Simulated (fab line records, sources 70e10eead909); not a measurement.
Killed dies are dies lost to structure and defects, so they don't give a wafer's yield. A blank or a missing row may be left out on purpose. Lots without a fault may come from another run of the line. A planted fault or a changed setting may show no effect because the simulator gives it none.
Which tool did it? | flow nand_harc | 12 lots, 36 wafers sampled, at 4 steps of a route of 1159

WHAT THE GAUGES READ, wafer by wafer
NHARC_END_SORT_01. Usual: killed_at_array 28, standard deviation 9.1; killed_at_other 0.6, standard deviation 0.87; killed_at_periphery 3.4, standard deviation 2.7; killed_dies 32, standard deviation 9; killed_open 3.2, standard deviation 1.9; killed_short 2.0, standard deviation 1.3.
lot  | measured     | on        | killed_at_array | killed_at_other | killed_at_periphery | killed_dies | killed_open | killed_short | flag
L696 | day 22 00:27 | prober-02 | 102 93 102      | 0 1 0           | 1 2 4               | 103 96 106  | 2 1 4       | 1 2 4        | OFF
L697 | day 23 06:07 | prober-02 | 90 96 101       | 1 0 0           | 0 4 3               | 91 100 104  | 0 1 1       | 3 2 4        | OFF
L699 | day 22 22:19 | prober-02 | 28 25           | 0 0             | 1 1                 | 29 26       | 1 4         | 3 2          |
L702 | day 24 05:35 | prober-02 | 22 18 14        | 1 2 3           | 7 9 10              | 30 29 27    | 3 1 2       | 3 3 2        |

WHICH TOOL RAN EACH LOT (tool, then ch and the chambers of the sampled wafers, then the start)
lot  | NHARC_A_WL_FILL_CVD_20        | NHARC_A_BONDPAD_DESCUM_11          | NHARC_A_BONDPAD_ETCH_34
L689 | cvd_w-02 ch 0,1, day 16 04:12 | rie_diel-01 ch 1,2,3, day 17 23:53 | rie_diel-01 ch 0,1,2, day 17 23:59
L688 | cvd_w-01 ch 0,1, day 16 06:18 | rie_diel-01 ch 0,3, day 18 03:04   | rie_diel-01 ch 0,1, day 18 03:09
L690 | cvd_w-02 ch 0,1, day 16 08:26 | rie_diel-01 ch 0,2,3, day 18 12:58 | rie_diel-01 ch 0,1,3, day 18 13:02
L691 | cvd_w-02 ch 0,1, day 16 13:25 | rie_diel-01 ch 2,3, day 18 14:35   | rie_diel-01 ch 1,2, day 18 14:40
L696 | cvd_w-02 ch 0,1, day 18 10:41 | rie_diel-01 ch 0,1,2, day 20 15:05 | rie_diel-01 ch 0,2,3, day 20 15:10
L697 | cvd_w-02 ch 0,1, day 18 16:55 | rie_diel-01 ch 1,2,3, day 20 20:29 | rie_diel-01 ch 0,3, day 20 20:35
L701 | cvd_w-01 ch 0,1, day 18 19:04 | rie_diel-13 ch 2,3, day 20 20:55   | rie_diel-13 ch 1,2, day 20 21:01
L699 | cvd_w-01 ch 0,1, day 19 00:57 | rie_diel-06 ch 1,2,3, day 20 22:28 | rie_diel-06 ch 0,1,3, day 20 22:34
L702 | cvd_w-01 ch 0,1, day 19 14:38 | rie_diel-13 ch 0,1, day 21 20:46   | rie_diel-13 ch 0,1,3, day 21 21:02
L700 | cvd_w-01 ch 0,1, day 19 20:25 | rie_diel-01 ch 0,2, day 21 21:26   | rie_diel-01 ch 0,2, day 21 21:30
L704 | cvd_w-01 ch 0,1, day 20 05:18 | rie_diel-06 ch 1,2,3, day 22 15:34 | rie_diel-06 ch 0,1,2, day 22 15:38
L707 | cvd_w-01 ch 0,1, day 21 08:54 | rie_diel-06 ch 1,2, day 23 02:32   | rie_diel-06 ch 0,1,2, day 23 02:38
- NHARC_A_WL_FILL_CVD_20: deposits W, target thk 75 nm, time 5064 s.
- NHARC_A_BONDPAD_DESCUM_11: chemistry O2, time 3 s.
- NHARC_A_BONDPAD_ETCH_34: etches the open film in N2/H2, target depth 60 nm, overetch 18 nm, time 65.91 s.

WHAT THE TOOLS THEMSELVES READ (means of the sampled wafers that have a number; where no wafer has one, the mark that the record gives instead)
NHARC_A_WL_FILL_CVD_20. Usual: chamber_pressure_Torr 40.00 Torr, standard deviation 0.088; heater_power_w 477 W, standard deviation 59; mfc_ar_sccm 1559 sccm, standard deviation 4.6; mfc_h2_sccm 1599 sccm, standard deviation 4.4; throttle_valve_pct 7.78 %, standard deviation 0.28.
lot  | tool     | chamber_pressure_Torr (Torr) | heater_power_w (W) | mfc_ar_sccm (sccm) | mfc_h2_sccm (sccm) | throttle_valve_pct (%) | flag
L689 | cvd_w-02 | 40.04                        | 410                | 1564               | 1600               | 7.88                   |
L688 | cvd_w-01 | 40.05                        | 515                | 1562               | 1604               | 7.88                   |
L690 | cvd_w-02 | 39.95                        | 440                | 1561               | 1597               | 7.96                   |
L691 | cvd_w-02 | 39.89                        | 426                | 1558               | 1602               | 7.77                   |
L696 | cvd_w-02 | 40.06                        | 415                | 1558               | 1602               | 7.55                   |
L697 | cvd_w-02 | 39.96                        | 418                | 1555               | 1598               | 7.52                   |
L701 | cvd_w-01 | 39.99                        | 515                | 1560               | 1600               | 7.97                   |
L699 | cvd_w-01 | 40.08                        | 514                | 1559               | 1603               | 7.84                   |
L702 | cvd_w-01 | 40.06                        | 537                | 1559               | 1605               | 7.95                   |
L700 | cvd_w-01 | 39.95                        | 538                | 1557               | 1601               | 7.92                   |
L704 | cvd_w-01 | 39.94                        | 524                | 1557               | 1596               | 7.89                   |
L707 | cvd_w-01 | 40.00                        | 541                | 1554               | 1601               | 7.86                   |

NHARC_A_BONDPAD_DESCUM_11. Usual: drypump_motor_current_A 5.6 A, standard deviation 0.52; mfc_ar_sccm 0.003 sccm, standard deviation 0.0053; oes_product_au 0.999 a.u., standard deviation 0.012; rf_vpp_V 57.8 V, standard deviation 0.84; showerhead_plenum_p_Torr 1.90 Torr, standard deviation 0.056; throttle_valve_pct 11.312 %, standard deviation 0.0091.
lot  | tool        | drypump_motor_current_A (A) | mfc_ar_sccm (sccm) | oes_product_au (a.u.) | rf_vpp_V (V) | showerhead_plenum_p_Torr (Torr) | throttle_valve_pct (%) | flag
L689 | rie_diel-01 | 5.6                         | 0.002              | 1.005                 | 58.1         | 1.87                            | 11.313                 |
L688 | rie_diel-01 | 5.2                         | 0.000              | 0.998                 | 57.3         | 1.90                            | 11.312                 |
L690 | rie_diel-01 | 5.2                         | 0.002              | 1.003                 | 57.3         | 1.89                            | 11.307                 |
L691 | rie_diel-01 | 5.3                         | 0.002              | 0.994                 | 57.4         | 1.87                            | 11.308                 |
L696 | rie_diel-01 | 5.6                         | 0.002              | 1.008                 | 57.0         | 1.89                            | 11.317                 |
L697 | rie_diel-01 | 5.6                         | 0.002              | 1.008                 | 57.7         | 1.87                            | 11.319                 |
L701 | rie_diel-13 | 5.6                         | 0.004              | 0.991                 | 58.4         | 1.96                            | 11.314                 |
L699 | rie_diel-06 | 6.0                         | 0.013              | 1.003                 | 57.6         | 1.93                            | 11.308                 |
L702 | rie_diel-13 | 6.3                         | 0.000              | 0.983                 | 58.5         | 1.96                            | 11.309                 |
L700 | rie_diel-01 | 5.1                         | 0.002              | 1.009                 | 57.1         | 1.90                            | 11.316                 |
L704 | rie_diel-06 | 6.0                         | 0.013              | 1.007                 | 58.0         | 1.93                            | 11.312                 |
L707 | rie_diel-06 | 5.9                         | 0.009              | 1.002                 | 58.1         | 1.96                            | 11.312                 |

NHARC_A_BONDPAD_ETCH_34. Usual: drypump_motor_current_A 5.6 A, standard deviation 0.52; mfc_ar_sccm 0.003 sccm, standard deviation 0.0051; oes_product_au 1.000 a.u., standard deviation 0.012; rf_vpp_V 430.2 V, standard deviation 2; showerhead_plenum_p_Torr 2.03 Torr, standard deviation 0.065; throttle_valve_pct 14.171 %, standard deviation 0.0091.
lot  | tool        | drypump_motor_current_A (A) | mfc_ar_sccm (sccm) | oes_product_au (a.u.) | rf_vpp_V (V) | showerhead_plenum_p_Torr (Torr) | throttle_valve_pct (%) | flag
L689 | rie_diel-01 | 5.6                         | 0.002              | 1.007                 | 429.3        | 2.01                            | 14.171                 |
L688 | rie_diel-01 | 5.5                         | 0.000              | 1.004                 | 431.3        | 2.04                            | 14.177                 |
L690 | rie_diel-01 | 5.6                         | 0.000              | 1.000                 | 430.1        | 2.02                            | 14.165                 |
L691 | rie_diel-01 | 5.6                         | 0.003              | 1.014                 | 428.9        | 1.98                            | 14.169                 |
L696 | rie_diel-01 | 5.2                         | 0.002              | 1.005                 | 429.4        | 2.01                            | 14.173                 |
L697 | rie_diel-01 | 5.2                         | 0.000              | 1.010                 | 431.1        | 2.04                            | 14.168                 |
L701 | rie_diel-13 | 6.3                         | 0.000              | 0.992                 | 430.7        | 2.05                            | 14.167                 |
L699 | rie_diel-06 | 5.7                         | 0.013              | 1.002                 | 429.3        | 1.98                            | 14.173                 |
L702 | rie_diel-13 | 5.8                         | 0.004              | 0.984                 | 432.8        | 2.11                            | 14.163                 |
L700 | rie_diel-01 | 5.2                         | 0.003              | 1.006                 | 428.8        | 2.00                            | 14.174                 |
L704 | rie_diel-06 | 5.6                         | 0.004              | 0.998                 | 432.0        | 2.05                            | 14.168                 |
L707 | rie_diel-06 | 5.5                         | 0.004              | 0.992                 | 430.7        | 2.05                            | 14.172                 |

THE ANSWER, worked out from the rows above alone
Rule: a lot is off if the mean of its wafers that have a number lies more than 3 standard deviations from the usual mean. A lot without any number at a reading at which 4 lots or more have one is off too. The other lots that the step has rows for count as sound. The gauges are gone through in route order, then the tools' own readings, and for those a lot's mean is taken as printed above. The first step at which some lot is off is used, and at that step the reading that is off furthest; a lot without a number counts as furthest.
Off: L696, L697, at NHARC_END_SORT_01 (killed_at_array). Neither off nor sound, because the step has no rows for them: L689, L688, L690, L691, L701, L700, L704, L707.
A tool fits if, at a process step before that reading, it ran every lot that is off, and no sound lot after the first of them. The gauges at NHARC_END_SORT_01 are tried like those tools. Can't be told from this: 2 tools fit, cvd_w-02 at NHARC_A_WL_FILL_CVD_20, rie_diel-01 at NHARC_A_BONDPAD_DESCUM_11 and NHARC_A_BONDPAD_ETCH_34.

WHAT THE SIMULATOR HAD PUT IN
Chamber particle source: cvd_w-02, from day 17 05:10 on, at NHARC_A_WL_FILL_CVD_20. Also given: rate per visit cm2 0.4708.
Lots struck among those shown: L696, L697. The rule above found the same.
